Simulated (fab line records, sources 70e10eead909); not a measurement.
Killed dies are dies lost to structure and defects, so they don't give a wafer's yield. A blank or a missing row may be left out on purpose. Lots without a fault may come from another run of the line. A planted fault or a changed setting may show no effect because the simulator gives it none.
fab line records | flow nand_harc
record lots=14 wafers=41 last_day=24
route steps=1159 shown P_M2@343 A_ZERO_WELL@401 A_SOURCE_PLATE@415
lots that met no fault: from a run of the same line without faults
start_h: hours from the record's first day to the start of the lot's first wafer shown | wait_h: hours since the lot's step before | " the same as in the row above | L1.1+2: a row that stands for several wafers | - no value, or no start given | * or withheld: withheld | < > ~ a bound
route shown NAME@n: a module of which the file shows steps, and the number in the route of the first | usual: mean/standard deviation of fault-free wafers | same: alike in all rows | chamber/n: place in a boat | sites: the reading at each site | _std_site: their standard deviation | _edge_site: outer sites' mean less inner sites' | radius_mm: how far each site lies from the wafer's centre | mask NAME#n: copy n | behind: the tool/chamber that last shaped the wafer | hold: why the lot was held/for how many hours/how that ended | device: the transistor (n, p or np) that didn't switch | end of line: the same wafers' tests at the end of the route | a step without rows: its recipe alone | killed: dies lost to structure and defects at the first sort, not the wafer's yield | map: a wafer's dies, x killed, . not, _ none there
set.NAME: the setting as run; set.NAME@STEP: as run at that earlier step | model.NAME: the simulator's own value behind a step, which no gauge read
steps of the route over a sample of lots; a table a step, a row a wafer
services: from which hour (start_h, from the record's first day; less than 0 if before it) a tool's chamber was out of use, for how many hours, and why
## steps
# step NHARC_P_M2_ANNEAL_31
# recipe temp_c=225 time_s=90
# usual wafer_temp_C_max=226.0/0.49
# columns lot.wafer tool chamber start_h wait_h wafer_temp_C_max
L103.1 rtp_anneal-01 0 125.37 - 226.4
L103.4 " 0 " " 226.4
L103.5 " 0 " " 227.0
L104.2 rtp_anneal-01 0 149.40 - 226.4
L104.4 " 0 " " 226.3
L104.6 " 0 " " 226.6
L107.3 rtp_anneal-01 0 150.24 0.3 226.5
L107.4 " 0 " " 226.5
L107.5 " 0 " " 226.2
L108.3 rtp_anneal-01 0 156.30 0.3 226.0
L108.5 " 0 " " 226.8
L109.1 rtp_anneal-01 0 157.03 - 226.1
L109.2 " 0 " " 226.5
L109.3 " 0 " " 226.5
L111.2 rtp_anneal-02 0 167.68 0.3 225.8
L111.3 " 0 " " 225.5
L111.6 " 0 " " 225.4
L115.1 rtp_anneal-01 0 207.92 0.3 226.9
L115.2 " 0 " " 226.6
L115.4 " 0 " " 226.6
L116.1 rtp_anneal-01 0 208.48 0.3 226.5
L116.4 " 0 " " 226.1
L116.5 " 0 " " 226.6
L114.1 rtp_anneal-02 0 209.31 0.4 225.6
L114.3 " 0 " " 225.5
L114.6 " 0 " " 225.2
L119.1 rtp_anneal-02 0 222.17 - 225.6
L119.3 " 0 " " 225.4
L119.6 " 0 " " 225.4
L121.2 rtp_anneal-01 0 228.98 0.4 226.8
L121.3 " 0 " " 226.1
L121.6 " 0 " " 226.7
L122.2 rtp_anneal-02 0 243.60 - 225.7
L122.3 " 0 " " 225.4
L122.4 " 0 " " 225.5
L123.4 rtp_anneal-02 0 244.60 0.4 225.7
L123.5 " 0 " " 225.3
L123.6 " 0 " " 225.5
L124.2 rtp_anneal-02 0 253.37 0.4 225.9
L124.5 " 0 " " 226.0
L124.6 " 0 " " 225.8
# step NHARC_P_M2_DEP_33
# recipe target_thk_a=300 temp_c=370 target_thk_nm=30 pressure_torr=3 flow_sccm=200 rf_w=450 material=SiCN
# usual heater_power_w=556/110
# columns lot.wafer tool chamber start_h wait_h heater_power_w
L103.1 pecvd-03 1 126.38 0.1 444
L103.4 " 0 " " 614
L103.5 " 1 " " 453
L104.2 pecvd-02 2 150.36 0.1 760
L104.6 " 2 " " 755
L104.4 " 0 " " 584
L107.3 pecvd-03 0 151.15 0.1 530
L107.4 " 0 " " 522
L107.5 " 1 " " 525
L108.3 pecvd-03 1 157.16 0.1 512
L108.5 " 2 " " 413
L109.1 pecvd-03 1 157.99 0.1 464
L109.3 " 2 " " 467
L109.2 " 0 " " 527
L111.2 pecvd-02 0 168.61 0.1 485
L111.3 " 1 " " 553
L111.6 " 2 " " 693
L115.1 pecvd-01 0 208.89 0.1 805
L115.2 " 2 " " 397
L115.4 " 0 " " 812
L116.1 pecvd-03 0 209.49 0.1 619
L116.5 " 2 " " 449
L116.4 " 1 " " 497
L114.3 pecvd-01 1 210.32 0.1 655
L114.1 " 2 " " 498
L114.6 " 2 " " 491
L119.1 pecvd-01 1 223.18 0.1 719
L119.3 " 2 " " 409
L119.6 " 0 " " 726
L121.2 pecvd-03 0 229.94 0.1 509
L121.3 " 1 " " 500
L121.6 " 0 " " 519
L122.3 pecvd-03 0 245.36 0.1 572
L122.2 " 1 " " 454
L122.4 " 2 " " 484
L123.4 pecvd-02 0 245.60 0.2 566
L123.6 " 0 " " 563
L123.5 " 1 " " 598
L124.2 pecvd-03 0 254.38 0.1 540
L124.6 " 1 " " 538
L124.5 " 2 " " 481
# step NHARC_A_ZERO_WELL_CD_MEAS_10
# recipe target_cd_nm=2000 landing_energy_ev=500
# usual cd_nm=2000.1/1.4
# columns lot.wafer tool chamber start_h wait_h cd_nm
L103.1 cd_sem-03 0 132.17 - 2000.2
L103.4 " 0 " " 2000.0
L103.5 " 0 " " 1999.8
L104.2 cd_sem-02 0 156.34 - 1998.0
L104.4 " 0 " " 1998.4
L104.6 " 0 " " 1999.3
L107.3 cd_sem-02 0 157.09 - 2001.1
L107.4 " 0 " " 1999.4
L107.5 " 0 " " 1999.4
L108.3 cd_sem-03 0 162.71 - 2000.5
L108.5 " 0 " " 1999.7
L109.1 cd_sem-02 0 163.85 - 2002.1
L109.2 " 0 " " 1999.9
L109.3 " 0 " " 2000.7
L111.2 cd_sem-02 0 174.38 - 2001.8
L111.3 " 0 " " 2001.9
L111.6 " 0 " " 2002.3
L115.1 cd_sem-02 0 214.82 - 2001.4
L115.2 " 0 " " 2001.0
L115.4 " 0 " " 1999.5
L116.1 cd_sem-02 0 215.32 - 2003.3
L116.4 " 0 " " 2002.2
L116.5 " 0 " " 2001.5
L114.1 cd_sem-01 0 215.91 - 1997.8
L114.3 " 0 " " 1999.0
L114.6 " 0 " " 1999.9
L119.1 cd_sem-02 0 228.71 - 1998.4
L119.3 " 0 " " 1997.3
L119.6 " 0 " " 2001.5
L121.2 cd_sem-01 0 235.62 - 2000.2
L121.3 " 0 " " 1999.2
L121.6 " 0 " " 1999.4
L122.2 cd_sem-02 0 253.04 - 2000.6
L122.3 " 0 " " 1999.7
L122.4 " 0 " " 2001.0
L123.4 cd_sem-03 0 253.33 - 2001.4
L123.5 " 0 " " 2002.5
L123.6 " 0 " " 2004.5
L124.2 cd_sem-03 0 260.62 - 2000.9
L124.5 " 0 " " 2000.7
L124.6 " 0 " " 2001.1
# step NHARC_A_SOURCE_PLATE_OXIDE_02
# recipe target_thk_a=100 temp_c=900 ox_time_s=1362 material=SiO2
# usual ox_temp_c=900.0/0.42
# columns lot.wafer tool chamber start_h wait_h ox_temp_c
L103.1 furnace-01 0 136.99 - 900.2
L103.4 " 0 " " 899.9
L103.5 " 0 " " 900.1
L104.2 furnace-01 0 158.69 - 900.0
L104.4 " 0 " " 899.5
L104.6 " 0 " " 899.5
L107.3 furnace-01 0 162.34 - 900.0
L107.4 " 0 " " 900.0
L107.5 " 0 " " 900.0
L107.3 furnace-01 0 166.55 0.5 900.0
L107.4 " 0 " " 900.3
L107.5 " 0 " " 901.0
L108.3 furnace-01 0 170.23 - 900.0
L108.5 " 0 " " 900.0
L108.3 furnace-01 0 179.31 5.4 899.5
L108.5 " 0 " " 899.7
L109.1 furnace-01 - 170.23 - -
L109.2 " - " " -
L109.3 " - " " -
L109.1 furnace-03 0 174.22 0.3 900.1
L109.2 " 0 " " 899.6
L109.3 " 0 " " 899.9
L111.2 furnace-03 0 178.91 - 900.1
L111.3 " 0 " " 900.0
L111.6 " 0 " " 900.5
L114.1 furnace-03 0 219.35 - 899.9
L114.3 " 0 " " 900.1
L114.6 " 0 " " 899.8
L115.1 furnace-03 0 219.35 - 899.5
L115.2 " 0 " " 900.1
L115.4 " 0 " " 900.5
L116.1 furnace-03 0 219.35 - 900.1
L116.4 " 0 " " 899.9
L116.5 " 0 " " 900.1
L119.1 furnace-03 0 233.22 - 900.4
L119.3 " 0 " " 899.8
L119.6 " 0 " " 899.9
L121.2 furnace-03 0 240.17 - 899.8
L121.3 " 0 " " 899.6
L121.6 " 0 " " 900.4
L122.2 furnace-01 0 257.88 - 900.0
L122.3 " 0 " " 899.5
L122.4 " 0 " " 900.1
L123.4 furnace-01 0 257.88 - 899.6
L123.5 " 0 " " 900.6
L123.6 " 0 " " 900.1
L124.2 furnace-01 0 265.51 - 900.2
L124.5 " 0 " " 900.1
L124.6 " 0 " " 900.6
# step NHARC_A_SOURCE_PLATE_THK_MEAS_09
# recipe thk_meas_gauge=ellipsometry
# usual thk_nm=9.9/0.99
# columns lot.wafer tool chamber start_h wait_h thk_nm
L103.1 film_metro-02 - 141.11 0.4 10.5
L103.4 " - " " 8.5
L103.5 " - " " 10.7
L104.2 film_metro-02 - 162.70 0.4 12.0
L104.4 " - " " 10.6
L104.6 " - " " 10.5
L107.3 film_metro-02 - 170.92 0.7 14.6
L107.4 " - " " 15.6
L107.5 " - " " 15.4
L109.1 film_metro-01 - 178.66 0.7 17.2
L109.2 " - " " 14.7
L109.3 " - " " 15.5
L111.2 film_metro-02 - 182.94 0.4 10.8
L111.3 " - " " 10.1
L111.6 " - " " 10.2
L108.3 film_metro-02 - 183.75 0.7 15.4
L108.5 " - " " 13.1
L115.1 film_metro-02 - 223.42 0.4 8.6
L115.2 " - " " 8.2
L115.4 " - " " 10.0
L114.1 film_metro-02 - 223.42 0.4 10.8
L114.3 " - " " 11.3
L114.6 " - " " 9.5
L116.1 film_metro-02 - 223.43 0.4 12.7
L116.4 " - " " 10.7
L116.5 " - " " 10.1
L119.1 film_metro-01 - 237.29 0.4 11.5
L119.3 " - " " 9.8
L119.6 " - " " 10.3
L121.2 film_metro-01 - 244.22 0.4 10.0
L121.3 " - " " 11.3
L121.6 " - " " 9.6
L122.2 film_metro-02 - 261.92 0.4 11.6
L122.3 " - " " 10.2
L122.4 " - " " 8.5
L123.4 film_metro-01 - 261.92 0.4 9.0
L123.5 " - " " 9.0
L123.6 " - " " 10.1
L124.2 film_metro-01 - 269.50 0.4 11.6
L124.5 " - " " 10.7
L124.6 " - " " 9.6
## services
# columns tool chamber start_h hours kind
pecvd-03 - 111.12 13.0 pm
pecvd-03 0 111.12 13.0 vent_cycle
pecvd-03 1 111.12 13.0 vent_cycle
pecvd-03 2 111.12 13.0 vent_cycle
pecvd-03 0 124.12 - clean
pecvd-03 1 124.12 - clean
pecvd-03 2 124.12 - clean
pecvd-01 0 133.21 6.9 repair
pecvd-02 - 153.28 13.0 pm
pecvd-02 0 153.28 13.0 vent_cycle
pecvd-02 1 153.28 13.0 vent_cycle
pecvd-02 2 153.28 13.0 vent_cycle
pecvd-02 0 166.28 - clean
pecvd-02 1 166.28 - clean
pecvd-02 2 166.28 - clean
pecvd-02 0 209.19 7.2 repair
pecvd-01 - 237.85 13.0 pm
pecvd-01 0 237.85 13.0 vent_cycle
pecvd-01 1 237.85 13.0 vent_cycle
pecvd-01 2 237.85 13.0 vent_cycle
pecvd-02 2 244.55 15.1 repair
pecvd-01 0 250.85 - clean
furnace-03 - 255.49 1.0 repair
pecvd-02 - 263.81 1.2 repair
## key
first_sign step=NHARC_A_SOURCE_PLATE_OXIDE_02 reading=visit direction=added
effect step=NHARC_A_SOURCE_PLATE_THK_MEAS_09 reading=thk_nm direction=up sigmas=5.3 usual=9.9 struck=15.2
met_at NHARC_A_SOURCE_PLATE_OXIDE_02
struck_lots L107,L108,L109
tester_left_out L107,L108,L109
not_acting_at NHARC_P_M2_ANNEAL_31,NHARC_P_M2_DEP_33,NHARC_A_ZERO_WELL_CD_MEAS_10
fault kind=repeated_step_whole tool=furnace-01,furnace-03 chamber=- onset_h=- steps=NHARC_A_SOURCE_PLATE_OXIDE_02 times=1 scope=struck_lots_only
# tester_left_out: of these lots the tester's yield and bins aren't shown, on N5 and GAA mostly nor the transistor test; their killed dies are dies lost to structure and defects alone, not to doping, threshold or leakage, so they don't give the yield
